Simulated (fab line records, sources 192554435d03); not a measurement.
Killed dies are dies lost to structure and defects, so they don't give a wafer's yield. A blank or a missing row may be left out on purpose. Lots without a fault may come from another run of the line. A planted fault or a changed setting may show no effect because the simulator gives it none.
Which tool did it? | flow n5_finfet | 21 lots, 63 wafers sampled, at 1 step of a route of 1938

WHAT THE GAUGES READ, wafer by wafer
N5_ILD0_THK_MEAS_08.
lot  | measured    | on            | thk_nm (nm)
L075 | day 3 22:15 | film_metro-01 | 139.6 138.6 140.7
L076 | day 4 03:25 | film_metro-02 | 140.8 140.8 140.8
L078 | day 4 14:01 | film_metro-02 | 138.5 138.5 139.6
L077 | day 4 14:25 | film_metro-02 | 137.1 138.4 137.7
L079 | day 4 21:41 | film_metro-02 | 139.2 140.8 138.3
L080 | day 5 02:58 | film_metro-01 | 137.1 137.6 137.8
L081 | day 5 10:06 | film_metro-01 | 138.4 139.5 138.5
L082 | day 5 17:20 | film_metro-01 | 141.0 140.5 140.8
L083 | day 5 20:06 | film_metro-01 | 139.0 139.6 140.1
L084 | day 6 00:43 | film_metro-02 | 139.5 138.7 140.9
L085 | day 6 09:17 | film_metro-02 | 140.4 140.4 141.9
L086 | day 6 16:51 | film_metro-01 | 139.6 140.2 139.3
L087 | day 6 21:30 | film_metro-01 | 137.6 138.5 137.8
L089 | day 7 06:07 | film_metro-01 | 139.2 139.4 140.1
L090 | day 7 15:52 | film_metro-02 | 139.4 139.1 140.1
L091 | day 7 18:53 | film_metro-01 | 140.2 139.8 139.0
L092 | day 8 00:34 | film_metro-01 | 139.4 139.2 138.5
L093 | day 8 10:07 | film_metro-01 | 140.0 139.5 138.6
L094 | day 8 11:16 | film_metro-02 | 138.6 139.9 138.9
L095 | day 8 17:59 | film_metro-01 | 137.4 136.2 136.2
L096 | day 9 00:21 | film_metro-01 | 139.5 138.0 138.3

WHICH TOOL RAN EACH LOT (tool, then ch and the chambers of the sampled wafers, then the start)
The record holds no process step before these readings.

WHAT THE TOOLS THEMSELVES READ (means of the sampled wafers that have a number; where no wafer has one, the mark that the record gives instead)
The record holds no such reading with a usual standard deviation.

THE ANSWER, worked out from the rows above alone
Rule: what is usual is taken from the lots themselves. Put in order of their means at a reading, lots are off if they are a third of the lots or fewer, leave a main group of 4 or more, and stand apart from it by a gap of 3 or more times the standard deviation of the main group's means; of several such gaps the widest counts. A main group whose means are all the same, to the digits that the tables above print for the reading, isn't used. A lot without any number at a reading at which 4 lots or more have one is off too. The other lots that the step has rows for count as sound. The gauges are gone through in route order, then the tools' own readings, and for those a lot's mean is taken as printed above. The first step at which some lot is off is used, and at that step the reading that is off furthest; a lot without a number counts as furthest.
No lot is off at any reading shown: from this, nothing can be told.

WHAT THE SIMULATOR HAD PUT IN
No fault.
